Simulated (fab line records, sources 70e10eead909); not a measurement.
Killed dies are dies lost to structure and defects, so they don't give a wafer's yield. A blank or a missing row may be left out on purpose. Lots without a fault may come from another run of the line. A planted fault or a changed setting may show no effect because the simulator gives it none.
Which tool did it? | flow nand_harc | 24 lots, 72 wafers sampled, at 6 steps of a route of 1302

WHAT THE GAUGES READ, wafer by wafer
NHARC_A_BLC_INSPECT_12.
lot  | measured     | on                | raw_defect_count
L074 | day 22 11:24 | defect_inspect-01 | 162 151 148
L076 | day 22 23:34 | defect_inspect-01 | 116 124 121
L075 | day 23 02:08 | defect_inspect-01 | 95 95 94
L078 | day 23 11:47 | defect_inspect-02 | 117 113 136
L077 | day 23 18:59 | defect_inspect-02 | 24 17 25
L079 | day 23 20:36 | defect_inspect-01 | 104 114 102
L081 | day 24 09:29 | defect_inspect-01 | 87 81 82
L080 | day 24 15:16 | defect_inspect-02 | 68 73 67
L083 | day 25 14:08 | defect_inspect-01 | 83 90 74
L082 | day 26 00:16 | defect_inspect-01 | 122 86 109
L084 | day 26 12:44 | defect_inspect-01 | 22 14 18
L085 | day 26 13:53 | defect_inspect-02 | 149 134 130
L087 | day 27 19:37 | defect_inspect-01 | 47 37 45
L086 | day 27 18:52 | defect_inspect-02 | 80 81 63
L088 | day 28 12:41 | defect_inspect-01 | 102 110 109
L091 | day 28 16:26 | defect_inspect-02 | 33 33 31
L090 | day 28 18:08 | defect_inspect-01 | 131 149 146
L089 | day 29 00:29 | defect_inspect-02 | 77 89 77
L092 | day 29 15:05 | defect_inspect-02 | 94 136 124
L093 | day 30 17:23 | defect_inspect-01 | 76 87 81
L095 | day 30 17:14 | defect_inspect-02 | 95 89 92
L094 | day 30 22:31 | defect_inspect-01 | 122 140 114
L096 | day 31 11:13 | defect_inspect-02 | 103 90 108
L097 | day 33 03:16 | defect_inspect-02 | 105 87 91

NHARC_A_BONDPAD_CD_MEAS_13.
lot  | measured     | on        | cd_nm (nm)
L074 | day 23 00:22 | cd_sem-03 | 498.2 498.1 496.6
L076 | day 23 12:47 | cd_sem-03 | 497.6 497.7 498.1
L075 | day 23 16:02 | cd_sem-02 | 498.6 497.5 500.4
L078 | day 24 01:19 | cd_sem-03 | 498.8 497.2 497.1
L077 | day 24 08:12 | cd_sem-03 | 501.1 497.4 499.4
L079 | day 24 09:41 | cd_sem-02 | 498.6 496.9 499.5
L081 | day 24 22:58 | cd_sem-03 | 495.5 497.9 498.1
L080 | day 25 04:19 | cd_sem-02 | 499.7 501.6 501.3
L083 | day 26 03:44 | cd_sem-01 | 501.1 498.6 500.9
L082 | day 26 14:29 | cd_sem-03 | 494.9 497.4 500.6
L084 | day 27 02:02 | cd_sem-01 | 499.4 497.2 496.1
L085 | day 27 03:05 | cd_sem-03 | 498.7 497.5 497.4
L087 | day 28 09:04 | cd_sem-02 | 499.2 498.0 496.9
L086 | day 28 08:23 | cd_sem-03 | 502.2 500.9 500.2
L088 | day 29 01:27 | cd_sem-03 | 500.6 502.9 500.0
L091 | day 29 05:48 | cd_sem-02 | 497.5 499.4 498.1
L090 | day 29 07:11 | cd_sem-01 | 501.0 500.6 500.7
L089 | day 29 13:50 | cd_sem-01 | 499.9 498.4 497.9
L092 | day 30 04:01 | cd_sem-02 | 500.6 498.0 498.2
L093 | day 31 06:51 | cd_sem-02 | 498.8 502.4 501.7
L095 | day 31 06:28 | cd_sem-01 | 498.3 497.5 502.6
L094 | day 31 11:46 | cd_sem-02 | 500.1 499.5 500.6
L096 | day 32 00:35 | cd_sem-02 | 498.2 500.1 501.2
L097 | day 33 16:27 | cd_sem-03 | 501.0 497.0 498.0

WHICH TOOL RAN EACH LOT (tool, then ch and the chambers of the sampled wafers, then the start)
lot  | NHARC_A_CONTACT_ETCH_137             | NHARC_A_CONTACT_CMP_20        | NHARC_A_BLC_DESCUM_15              | NHARC_A_M0_PVD_20
L074 | har_cap_etch-02 ch 0,1, day 22 07:15 | cmp-02 ch 0,1, day 22 10:29   | rie_diel-13 ch 1,2,3, day 22 11:29 | pvd_sputter-02, day 23 00:22 or earlier
L076 | har_cap_etch-02 ch 0,1, day 22 19:16 | cmp-02 ch 0,1,2, day 22 22:41 | rie_diel-09 ch 1,2,3, day 22 23:38 | pvd_sputter-03, day 23 12:47 or earlier
L075 | har_cap_etch-02 ch 0,1, day 22 21:55 | cmp-04 ch 0,3, day 23 01:13   | rie_diel-13 ch 0,1, day 23 02:20   | pvd_sputter-03, day 23 16:02 or earlier
L078 | har_cap_etch-02 ch 0,1, day 23 07:34 | cmp-02 ch 2,3, day 23 10:52   | rie_diel-09 ch 2,3, day 23 11:50   | pvd_sputter-02, day 24 01:19 or earlier
L077 | har_cap_etch-02 ch 1, day 23 14:41   | cmp-01 ch 0,3, day 23 18:04   | rie_diel-09 ch 1,2,3, day 23 19:02 | pvd_sputter-03, day 24 08:12 or earlier
L079 | har_cap_etch-01 ch 0, day 23 16:22   | cmp-04 ch 1,2, day 23 19:43   | rie_diel-09 ch 0,1,3, day 23 20:40 | pvd_sputter-02, day 24 09:41 or earlier
L081 | har_cap_etch-03 ch 0,1, day 24 05:13 | cmp-02 ch 1,3, day 24 08:35   | rie_diel-09 ch 0,1,2, day 24 09:33 | pvd_sputter-01, day 24 22:58 or earlier
L080 | har_cap_etch-02 ch 1, day 24 10:54   | cmp-02 ch 0,1, day 24 14:13   | rie_diel-13 ch 0,1,2, day 24 15:20 | pvd_sputter-03, day 25 04:19 or earlier
L083 | har_cap_etch-03 ch 0,1, day 25 09:49 | cmp-02 ch 1,2,3, day 25 13:15 | rie_diel-10 ch 1,2,3, day 25 14:12 | pvd_sputter-02, day 26 03:44 or earlier
L082 | har_cap_etch-03 ch 0, day 25 15:41   | cmp-01 ch 0,1,3, day 25 19:22 | rie_diel-13 ch 0,3, day 26 00:20   | pvd_sputter-03, day 26 14:29 or earlier
L084 | har_cap_etch-02 ch 0,1, day 26 08:27 | cmp-02 ch 0,1,3, day 26 11:53 | rie_diel-09 ch 1,2,3, day 26 12:49 | pvd_sputter-01, day 27 02:02 or earlier
L085 | har_cap_etch-03 ch 0,1, day 26 08:27 | cmp-02 ch 0,1, day 26 12:52   | rie_diel-10 ch 1,2, day 26 13:56   | pvd_sputter-02, day 27 03:05 or earlier
L087 | har_cap_etch-03 ch 0,1, day 27 14:28 | cmp-02 ch 1,2,3, day 27 18:37 | rie_diel-13 ch 1,2,3, day 27 19:43 | pvd_sputter-01, day 28 09:04 or earlier
L086 | har_cap_etch-01 ch 0,1, day 27 14:28 | cmp-01 ch 0,1, day 27 17:50   | rie_diel-09 ch 0,3, day 27 18:56   | pvd_sputter-03, day 28 08:23 or earlier
L088 | har_cap_etch-01 ch 0,1, day 28 08:23 | cmp-02 ch 0,3, day 28 11:38   | rie_diel-10 ch 0,1,2, day 28 12:45 | pvd_sputter-02, day 29 01:27 or earlier
L091 | har_cap_etch-03 ch 0,1, day 28 12:04 | cmp-04 ch 0,1, day 28 15:25   | rie_diel-09 ch 1,3, day 28 16:31   | pvd_sputter-03, day 29 05:48 or earlier
L090 | har_cap_etch-01 ch 0,1, day 28 13:46 | cmp-02 ch 2,3, day 28 17:08   | rie_diel-13 ch 1,2,3, day 28 18:13 | pvd_sputter-02, day 29 07:11 or earlier
L089 | har_cap_etch-03 ch 0,1, day 28 17:25 | cmp-02 ch 0,1,3, day 28 23:35 | rie_diel-09 ch 1,3, day 29 00:33   | pvd_sputter-03, day 29 13:50 or earlier
L092 | har_cap_etch-03 ch 0,1, day 29 10:49 | cmp-04 ch 0,1,2, day 29 14:11 | rie_diel-13 ch 0,1,2, day 29 15:08 | pvd_sputter-03, day 30 04:01 or earlier
L093 | har_cap_etch-02 ch 0,1, day 30 12:56 | cmp-02 ch 0,3, day 30 16:20   | rie_diel-13 ch 0,1,3, day 30 17:28 | pvd_sputter-01, day 31 06:51 or earlier
L095 | har_cap_etch-01 ch 0, day 30 13:00   | cmp-01 ch 2,3, day 30 16:19   | rie_diel-09 ch 0,1,2, day 30 17:19 | pvd_sputter-01, day 31 06:28 or earlier
L094 | har_cap_etch-02 ch 0,1, day 30 18:08 | cmp-01 ch 1,3, day 30 21:29   | rie_diel-09 ch 1,2,3, day 30 22:34 | pvd_sputter-02, day 31 11:46 or earlier
L096 | har_cap_etch-03 ch 0,1, day 31 06:50 | cmp-01 ch 0,1,2, day 31 10:12 | rie_diel-09 ch 1,2,3, day 31 11:16 | pvd_sputter-02, day 32 00:35 or earlier
L097 | har_cap_etch-01 ch 0,1, day 32 22:34 | cmp-04 ch 0,2,3, day 33 02:22 | rie_diel-13 ch 0,2,3, day 33 03:20 | pvd_sputter-02, day 33 16:27 or earlier
- NHARC_A_CONTACT_ETCH_137: etches the open film in C4F8/O2/Ar, time 311 s, target depth 1912 nm.
- NHARC_A_CONTACT_CMP_20: polishes, t overpolish 30 s, target thk 300 nm.
- NHARC_A_BLC_DESCUM_15: chemistry O2, time 3 s.
- NHARC_A_M0_PVD_20: deposits TaN, target thk 5 nm, time 8.06 s.

WHAT THE TOOLS THEMSELVES READ (means of the sampled wafers that have a number; where no wafer has one, the mark that the record gives instead)
NHARC_A_CONTACT_CMP_20.
lot  | tool   | edge_zone_pressure_frac | motor_current_A (A) | overpolish_run_s (s) | time_to_endpoint_s (s)
L074 | cmp-02 | 1.005                   | 12.4                | 30.003               | 57.8
L076 | cmp-02 | 1.000                   | 12.2                | 30.001               | 60.7
L075 | cmp-04 | 0.997                   | 10.9                | 29.997               | 61.0
L078 | cmp-02 | 0.998                   | 12.4                | 30.001               | 58.4
L077 | cmp-01 | 1.001                   | 12.2                | 30.005               | 61.8
L079 | cmp-04 | 1.000                   | 11.8                | 29.993               | 61.1
L081 | cmp-02 | 1.004                   | 13.7                | 29.992               | 57.8
L080 | cmp-02 | 0.997                   | 12.8                | 30.007               | 59.0
L083 | cmp-02 | 0.995                   | 12.8                | 30.001               | 60.6
L082 | cmp-01 | 0.998                   | 11.9                | 30.007               | 59.1
L084 | cmp-02 | 0.997                   | 12.8                | 30.002               | 56.7
L085 | cmp-02 | 0.996                   | 12.3                | 30.010               | 56.7
L087 | cmp-02 | 1.000                   | 13.0                | 29.993               | 57.2
L086 | cmp-01 | 0.999                   | 12.4                | 29.993               | 63.3
L088 | cmp-02 | 1.003                   | 14.0                | 29.996               | 63.7
L091 | cmp-04 | 0.997                   | 11.2                | 30.008               | 62.4
L090 | cmp-02 | 0.999                   | 12.2                | 29.996               | 59.9
L089 | cmp-02 | 1.003                   | 13.3                | 29.999               | 59.5
L092 | cmp-04 | 1.000                   | 11.7                | 29.997               | 60.3
L093 | cmp-02 | 1.007                   | 13.6                | 30.004               | 62.5
L095 | cmp-01 | 0.999                   | 10.8                | 30.002               | 59.0
L094 | cmp-01 | 1.010                   | 11.7                | 30.001               | 59.3
L096 | cmp-01 | 1.000                   | 11.8                | 30.011               | 61.1
L097 | cmp-04 | 1.003                   | 11.5                | 30.007               | 63.9

NHARC_A_BLC_DESCUM_15.
lot  | tool        | drypump_motor_current_A (A) | oes_product_au (a.u.) | rf_vpp_V (V) | showerhead_plenum_p_Torr (Torr) | throttle_valve_pct (%)
L074 | rie_diel-13 | 5.7                         | 1.001                 | 57.6         | 1.90                            | 11.310
L076 | rie_diel-09 | 5.3                         | 1.011                 | 57.1         | 1.85                            | 11.309
L075 | rie_diel-13 | 6.0                         | 1.015                 | 57.2         | 1.79                            | 11.309
L078 | rie_diel-09 | 5.4                         | 0.995                 | 57.8         | 1.85                            | 11.305
L077 | rie_diel-09 | 5.3                         | 1.004                 | 58.2         | 1.85                            | 11.314
L079 | rie_diel-09 | 5.1                         | 1.003                 | 58.0         | 1.85                            | 11.304
L081 | rie_diel-09 | 5.6                         | 1.005                 | 58.3         | 1.93                            | 11.296
L080 | rie_diel-13 | 5.9                         | 0.997                 | 57.8         | 1.84                            | 11.308
L083 | rie_diel-10 | 5.6                         | 1.005                 | 58.7         | 1.95                            | 11.313
L082 | rie_diel-13 | 5.7                         | 0.997                 | 58.1         | 1.85                            | 11.319
L084 | rie_diel-09 | 5.3                         | 0.998                 | 57.2         | 1.85                            | 11.312
L085 | rie_diel-10 | 5.4                         | 0.995                 | 58.4         | 2.01                            | 11.306
L087 | rie_diel-13 | 5.7                         | 1.003                 | 57.6         | 1.89                            | 11.307
L086 | rie_diel-09 | 5.5                         | 0.994                 | 57.9         | 1.93                            | 11.314
L088 | rie_diel-10 | 5.5                         | 0.990                 | 57.6         | 1.94                            | 11.311
L091 | rie_diel-09 | 4.9                         | 1.001                 | 57.1         | 1.78                            | 11.313
L090 | rie_diel-13 | 5.7                         | 1.004                 | 57.5         | 1.89                            | 11.309
L089 | rie_diel-09 | 4.8                         | 1.002                 | 56.7         | 1.78                            | 11.307
L092 | rie_diel-13 | 5.9                         | 1.009                 | 57.2         | 1.84                            | 11.307
L093 | rie_diel-13 | 5.9                         | 1.010                 | 57.4         | 1.85                            | 11.309
L095 | rie_diel-09 | 5.6                         | 0.995                 | 56.2         | 1.92                            | 11.309
L094 | rie_diel-09 | 5.3                         | 0.996                 | 58.1         | 1.85                            | 11.311
L096 | rie_diel-09 | 5.3                         | 0.992                 | 57.1         | 1.85                            | 11.317
L097 | rie_diel-13 | 5.5                         | 1.003                 | 57.8         | 1.89                            | 11.315

NHARC_A_M0_PVD_20.
lot  | tool           | throttle_valve_pct (%)
L074 | pvd_sputter-02 | 29.6
L076 | pvd_sputter-03 | 29.6
L075 | pvd_sputter-03 | 29.7
L078 | pvd_sputter-02 | 29.0
L077 | pvd_sputter-03 | 29.2
L079 | pvd_sputter-02 | 30.6
L081 | pvd_sputter-01 | 30.2
L080 | pvd_sputter-03 | 29.1
L083 | pvd_sputter-02 | 30.0
L082 | pvd_sputter-03 | 30.2
L084 | pvd_sputter-01 | 30.1
L085 | pvd_sputter-02 | 30.0
L087 | pvd_sputter-01 | 29.6
L086 | pvd_sputter-03 | 30.4
L088 | pvd_sputter-02 | 29.4
L091 | pvd_sputter-03 | 30.2
L090 | pvd_sputter-02 | 30.2
L089 | pvd_sputter-03 | 28.8
L092 | pvd_sputter-03 | 30.2
L093 | pvd_sputter-01 | 29.4
L095 | pvd_sputter-01 | 30.4
L094 | pvd_sputter-02 | 29.5
L096 | pvd_sputter-02 | 29.5
L097 | pvd_sputter-02 | 29.1

THE ANSWER, worked out from the rows above alone
Rule: what is usual is taken from the lots themselves. Put in order of their means at a reading, lots are off if they are a third of the lots or fewer, leave a main group of 4 or more, and stand apart from it by a gap of 3 or more times the standard deviation of the main group's means; of several such gaps the widest counts. A main group whose means are all the same, to the digits that the tables above print for the reading, isn't used. A lot without any number at a reading at which 4 lots or more have one is off too. The other lots that the step has rows for count as sound. The gauges are gone through in route order, then the tools' own readings, and for those a lot's mean is taken as printed above. The first step at which some lot is off is used, and at that step the reading that is off furthest; a lot without a number counts as furthest.
No lot is off at any reading shown: from this, nothing can be told.

WHAT THE SIMULATOR HAD PUT IN
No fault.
